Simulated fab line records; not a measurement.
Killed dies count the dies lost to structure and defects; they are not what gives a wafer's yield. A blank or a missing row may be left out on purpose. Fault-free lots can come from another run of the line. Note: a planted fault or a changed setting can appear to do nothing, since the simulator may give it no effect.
Split-lot study    flow n5-finfet    route with 1938 steps; 7 lots, 39 wafers read

## THE SPLIT
At N5_FIN_SAQP_MANDREL_ETCH_22 (etches a-Si in HBr/Cl2, stops on SiNx, target depth 60 nm, bt time 10 s, time 30 s), the setting icp-w was moved away from the recipe's 800 W on 12 of the 39 wafers read, by -16.1% to +15.2%. All remaining wafers had this setting at the recipe value.

Reading taken at the split's own step.

## THE READING
SOC_of_FIN_SAQP_COAT_49.thk-nm (the simulator's own value, which no gauge read), in nm, at N5_FIN_SAQP_MANDREL_ETCH_22 (etches a-Si in HBr/Cl2, stops on SiNx, target depth 60 nm, bt time 10 s, time 30 s). The file gives no usual value for it. The 27 wafers here that ran the recipe average 76.32 nm, standard deviation 0.52 nm.

wafer   tool, chamber at the split  icp-w as run, W  against the recipe  SOC_of_FIN_SAQP_COAT_49.thk-nm, nm  against lot-mates on the recipe
L076.1  rie-si-01, 1                694.3            -13.2%              77.29                               +1.64
L076.2  rie-si-01, 3                800              recipe              75.48                               -
L076.3  rie-si-01, 2                694.3            -13.2%              77.48                               +1.83
L076.4  rie-si-01, 0                800              recipe              75.67                               -
L076.5  rie-si-01, 1                800              recipe              75.8                                -
L076.6  rie-si-01, 0                694.3            -13.2%              77.22                               +1.57
L081.1  rie-si-04, 2                800              recipe              75.71                               -
L081.2  rie-si-04, 1                800              recipe              76.31                               -
L081.3  rie-si-04, 0                800              recipe              76.32                               -
L081.4  rie-si-04, 3                800              recipe              75.95                               -
L081.5  rie-si-04, 0                800              recipe              76.41                               -
L081.6  rie-si-04, 3                800              recipe              75.84                               -
L082.1  rie-si-03, 1                892              +11.5%              75.4                                -0.75
L082.2  rie-si-03, 2                892              +11.5%              75.05                               -1.10
L082.3  rie-si-03, 0                800              recipe              76.76                               -
L082.4  rie-si-03, 3                800              recipe              75.87                               -
L082.5  rie-si-03, 1                892              +11.5%              75.33                               -0.82
L082.6  rie-si-03, 2                800              recipe              75.83                               -
L090.3  rie-si-03, 1                800              recipe              75.88                               -
L090.4  rie-si-03, 2                800              recipe              75.63                               -
L090.6  rie-si-03, 2                800              recipe              75.85                               -
L091.1  rie-si-01, 1                800              recipe              76.83                               -
L091.2  rie-si-01, 3                800              recipe              76.48                               -
L091.3  rie-si-01, 0                800              recipe              76.71                               -
L091.4  rie-si-01, 2                800              recipe              76.84                               -
L091.5  rie-si-01, 1                800              recipe              76.68                               -
L091.6  rie-si-01, 0                800              recipe              76.75                               -
L096.1  rie-si-03, 2                671.4            -16.1%              78.37                               +1.43
L096.2  rie-si-03, 3                800              recipe              76.33                               -
L096.3  rie-si-03, 0                800              recipe              77.47                               -
L096.4  rie-si-03, 1                800              recipe              77.03                               -
L096.5  rie-si-03, 2                671.4            -16.1%              78                                  +1.06
L096.6  rie-si-03, 3                671.4            -16.1%              78.56                               +1.62
L097.1  rie-si-01, 2                800              recipe              76.36                               -
L097.2  rie-si-01, 1                800              recipe              76.81                               -
L097.3  rie-si-01, 0                921.9            +15.2%              75.17                               -1.58
L097.4  rie-si-01, 3                921.9            +15.2%              74.63                               -2.12
L097.5  rie-si-01, 2                800              recipe              77.07                               -
L097.6  rie-si-01, 1                921.9            +15.2%              75.21                               -1.54

THE FIT
A straight line over all 39 wafers: SOC_of_FIN_SAQP_COAT_49.thk-nm changes by -0.0972 nm for each +1% of icp-w; r = -0.85; the points scatter about the line by 0.48 nm.
The same after taking each lot's own level away (the mean of its wafers on the recipe; 39 wafers): -0.102 nm for each +1%; r = -0.94; scatter 0.31 nm.
The reading moves by 1.6 nm for the largest change in icp-w, on that fit.
Measured against the standard deviation above, the lots' own levels, which go from 75.650 to 76.943 nm, span 2.5 times it.
Consequently the slope shifts little with the lot-to-lot level, the two slopes agreeing.
Check: with one of the wafers moved furthest among these (-16.1%) left out of the fit, the line predicts +1.68 nm for it against its lot-mates. It came out at +1.43 nm against them.

## THESE WAFERS: OTHER SPLITS
Other splits were also applied to these wafers ahead of the reading. Each is held against what the fit with the lots' levels taken away leaves over:
other split on the same wafers      wafers away from the commonest value  r with SOC_of_FIN_SAQP_COAT_49.thk-nm (lot level and that fit taken away)
N5_FIN_SAQP_HM_DEP_72 target-thk-a  12                                    -0.22

## THE FILE'S OWN FIT
SOC_of_FIN_SAQP_COAT_49.thk-nm changes by -0.102 nm for each +1% of icp-w, r = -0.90.
